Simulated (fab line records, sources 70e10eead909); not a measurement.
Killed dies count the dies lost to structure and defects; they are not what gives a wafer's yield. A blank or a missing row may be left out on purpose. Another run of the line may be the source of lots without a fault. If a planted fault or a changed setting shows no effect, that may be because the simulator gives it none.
Comparing a struck lot with a sound one | flow nand-harc | 20 steps out of a route of 1302
Sound: the wafers L734.1, L734.3, L734.6. Struck: wafer L748.5 (left out: L748.1, L748.6 of the same lot, which were not struck); the cause appears at the end.
At each step with rows: each side's tool, then ch and its chambers, then its first start. Under that, the readings that differ: sound wafers | struck wafers | difference of the means | sigmas: that difference in standard deviations of wafers without a fault.
alike: a reading whose means differ by less than 2 such deviations, as well as words and numbers matching on both sides. not compared: withheld readings; readings where some wafer has no value; bounds like >300 that might hide an equal value; numbers whose values overlap and for which the record gives no deviation.
The two part at a step that has a row with sigmas, a row that says differs or no value, or rows on one side only. Numbers that don't overlap but have no deviation are shown without sigmas and don't part them. Lack of a reading on every wafer of one side parts them only where that side has two or more wafers.

NHARC_P_GATE_ALD_36: deposits SiNx, target thk 20 nm, pulse time 60 s, ald cycles 223.
  sound on ald-sin-03 ch 0,1,2, day 6 08:32; struck on ald-sin-01 ch 1, day 12 05:42
  reading            | sound       | struck | difference | sigmas
  heater-power-w (W) | 753 823 978 | 717    | -134       | -2
  alike: precursor-pulse-height-rel
  not compared: since-wet-clean-h
NHARC_P_GATE_ETCHBACK_37: etches the open film in CHF3/O2, target depth 34.5 nm, time 17.2 s.
  sound: rie-diel-01 ch 0,1; struck: rie-diel-01 ch 3
  alike: drypump-motor-current-A, oes-product-au, rf-vpp-V, showerhead-plenum-p-Torr, throttle-valve-pct
  not compared: rf-hours-counter-h
NHARC_P_GATE_STRIP_101: strips in O2, time 20 s.
  sound on rie-diel-01 ch 0,1,2, day 6 16:08; struck on rie-diel-01 ch 2, day 12 11:05
  alike: drypump-motor-current-A, oes-product-au, rf-vpp-V, showerhead-plenum-p-Torr, throttle-valve-pct
  not compared: rf-hours-counter-h
then, 9 steps without rows for these wafers: NHARC_P_GATE_PRECLEAN_97 (cleans in SPM, time 600 s); NHARC_P_GATE_SRD_98; NHARC_P_GATE_PRECLEAN_99 (cleans in SC1); NHARC_P_GATE_SRD_100; NHARC_P_GATE_DEHYDRATE_38 (time 120 s); NHARC_P_GATE_HMDS_39 (time 30 s); NHARC_P_GATE_COAT_40; NHARC_P_GATE_SOFTBAKE_41 (time 95 s); NHARC_P_GATE_EBR_42.
NHARC_P_GATE_EXPOSE_43: exposes mask P NSD, target cd 720 nm.
  sound on krf-scanner-01 ch 0, day 6 16:54; struck on krf-scanner-04 ch 0, day 12 11:43
  alike: mask, exposure-dose-mJ-cm2
then, 2 steps without rows for these wafers: NHARC_P_GATE_PEB_44 (peb time 85 s); NHARC_P_GATE_DEVELOP_45 (time 70 s).
NHARC_P_GATE_CD_MEAS_46: target cd 720 nm.
  sound on cd-sem-01 ch 0, day 6 17:04; struck on cd-sem-02 ch 0, day 12 11:53
  alike: cd-nm
then, 1 step without rows for these wafers: NHARC_P_GATE_HARDBAKE_47 (time 80 s).
NHARC_P_GATE_DESCUM_48: chemistry O2, time 3 s.
  sound on rie-diel-01 ch 1,2,3, day 6 17:14; struck on rie-diel-05 ch 3, day 12 12:02
  reading                 | sound             | struck | difference | sigmas
  oes-product-au (a.u.)   | 0.995 0.997 0.988 | 1.026  | +0.033     | +3
  model.P_GATE.cd-nm (nm) | 723.6 723.5 724.2 | 724.4  | +0.6       |
  alike: drypump-motor-current-A, rf-vpp-V, showerhead-plenum-p-Torr, throttle-valve-pct
  not compared: rf-hours-counter-h
then, 1 step without rows for these wafers: NHARC_P_GATE_IMPLANT_49.
-- record jumps: 19 days between struck wafers' starts before vs after; left off in module P_GATE, resumes in module END, first step shown is number 1302 of the route --
NHARC_END_SORT_01:
  sound on prober-02 ch 0, day 25 12:09; struck on prober-01 ch 0, day 31 00:25
  reading         | sound    | struck | difference | sigmas
  killed-at-array | 81 61 76 | 33     | -40        | -2
  killed-at-other | 0 0 0    | 2      | +2         | +2
  killed-dies     | 82 65 79 | 37     | -38        | -2
  alike: killed-at-periphery, killed-open, killed-short

== WHERE THEY PART ==
Earliest at NHARC_P_GATE_ALD_36; latest, in this record, at NHARC_END_SORT_01.

WHY: whatever the simulator had introduced
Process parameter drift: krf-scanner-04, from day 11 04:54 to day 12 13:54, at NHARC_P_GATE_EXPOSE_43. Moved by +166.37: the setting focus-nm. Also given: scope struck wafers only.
